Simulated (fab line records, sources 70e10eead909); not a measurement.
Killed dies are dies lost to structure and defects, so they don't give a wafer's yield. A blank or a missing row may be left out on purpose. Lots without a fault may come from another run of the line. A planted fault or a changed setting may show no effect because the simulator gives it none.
Chamber matching | flow nand_harc | NHARC_P_ZERO_WELL_DESCUM_26 on rie_diel-13: 4 sister chambers
The step chemistry O2, time 3 s. 16 wafers are shown with their chamber, then 8 later ones without.

WAFERS WITH THEIR CHAMBER
wafer  | chamber | showerhead_plenum_p_Torr (Torr) | drypump_motor_current_A (A) | throttle_valve_pct (%)
L532.1 | 2       | 1.79                            | 6.0                         | 11.311
L532.2 | 3       | 1.97                            | 5.8                         | 11.305
L532.5 | 3       | 1.97                            | 5.8                         | 11.301
L533.3 | 0       | 1.93                            | 5.0                         | 11.323
L533.5 | 2       | 1.79                            | 6.1                         | 11.318
L533.6 | 3       | 1.97                            | 5.8                         | 11.311
L540.1 | 0       | 1.93                            | 5.1                         | 11.322
L540.5 | 3       | 1.97                            | 5.8                         | 11.304
L540.6 | 0       | 1.93                            | 5.0                         | 11.312
L541.1 | 2       | 1.78                            | 6.0                         | 11.319
L541.5 | 3       | 1.97                            | 5.8                         | 11.298
L541.6 | 0       | 1.93                            | 5.1                         | 11.303
L543.1 | 2       | 1.78                            | 6.0                         | 11.323
L543.3 | 1       | 1.82                            | 6.7                         | 11.332
L543.5 | 0       | 1.93                            | 5.1                         | 11.312
L544.1 | 3       | 1.96                            | 5.8                         | 11.295

SIGNATURES (means of the wafers above)
reading                  | chamber 0 | chamber 1 | chamber 2 | chamber 3 | scatter within a chamber
showerhead_plenum_p_Torr | 1.9300    | 1.8200    | 1.7850    | 1.9683    | 0.00391
drypump_motor_current_A  | 5.060     | 6.700     | 6.025     | 5.800     | 0.0403
throttle_valve_pct       | 11.31440  | 11.33200  | 11.31775  | 11.30233  | 0.0065
Rule: a wafer's distance from a chamber is the root of the sum, over the readings, of the square of ((its reading less the chamber's mean) divided by the reading's scatter). The wafer belongs to the nearest chamber; if the next one is less than 2 further off, it can't be placed. The scatter: the root of (the sum of the squares of (reading less its chamber's mean) over the shown wafers, divided by (wafers less chambers)).

WAFERS WITHOUT THEIR CHAMBER
wafer  | showerhead_plenum_p_Torr (Torr) | drypump_motor_current_A (A) | throttle_valve_pct (%)
L544.4 | 1.82                            | 6.7                         | 11.318
L544.5 | 1.78                            | 6.0                         | 11.305
L551.2 | 1.92                            | 5.0                         | 11.319
L551.4 | 1.81                            | 6.7                         | 11.295
L551.6 | 1.92                            | 5.0                         | 11.313
L555.1 | 1.81                            | 6.7                         | 11.303
L555.2 | 1.95                            | 5.8                         | 11.312
L555.5 | 1.77                            | 6.0                         | 11.325

WHICH CHAMBER EACH WENT THROUGH
wafer  | from the rows above | in truth
L544.4 | 1                   | 1
L544.5 | 2                   | 2
L551.2 | 0                   | 0
L551.4 | 1                   | 1
L551.6 | 0                   | 0
L555.1 | 1                   | 1
L555.2 | 3                   | 3
L555.5 | 2                   | 2
Placed correctly: 8 of 8. Can't be placed from these rows: 0. Placed wrongly: 0.
